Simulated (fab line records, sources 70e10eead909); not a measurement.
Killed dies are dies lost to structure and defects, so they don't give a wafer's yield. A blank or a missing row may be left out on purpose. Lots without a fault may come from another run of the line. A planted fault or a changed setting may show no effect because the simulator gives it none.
Chamber matching | flow nand_harc | NHARC_A_STAIRCASE_DESCUM_186 on rie_diel-13: 4 sister chambers
The step chemistry O2, time 3 s. 8 wafers are shown with their chamber, then 7 later ones without.

WAFERS WITH THEIR CHAMBER
wafer  | chamber | drypump_motor_current_A (A) | showerhead_plenum_p_Torr (Torr)
L075.2 | 0       | 6.1                         | 1.91
L075.5 | 1       | 5.1                         | 2.06
L084.5 | 2       | 5.6                         | 1.97
L085.2 | 3       | 6.4                         | 1.77
L085.3 | 0       | 6.0                         | 1.90
L085.5 | 3       | 6.4                         | 1.77
L086.2 | 1       | 5.1                         | 2.05
L086.3 | 2       | 5.6                         | 1.97

WAFERS WITHOUT THEIR CHAMBER
wafer  | drypump_motor_current_A (A) | showerhead_plenum_p_Torr (Torr)
L086.6 | 6.4                         | 1.77
L090.1 | 6.4                         | 1.77
L090.2 | 5.6                         | 1.96
L090.6 | 5.6                         | 1.96
L095.1 | 5.1                         | 2.04
L095.2 | 6.4                         | 2.07
L095.5 | 6.4                         | 2.07

WHICH CHAMBER EACH WENT THROUGH
wafer  | from the rows above | in truth
L086.6 | 3                   | 3
L090.1 | 3                   | 3
L090.2 | 2                   | 2
L090.6 | 2                   | 2
L095.1 | 1                   | 1
L095.2 | 2                   | 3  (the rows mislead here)
L095.5 | 2                   | 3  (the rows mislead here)
Placed correctly: 5 of 7. Can't be placed from these rows: 0. Placed wrongly: 2.
How it was worked out, from the rows above alone: a wafer's distance from a chamber is the root of the sum, over the readings, of the square of ((its reading less the chamber's mean) divided by the reading's scatter). The wafer belongs to the nearest chamber; if the next one is less than 2 further off, it can't be placed. A chamber's mean is the mean of its shown wafers. The scatter: the root of (the sum of the squares of (reading less its chamber's mean) over the shown wafers, divided by (wafers less chambers)).
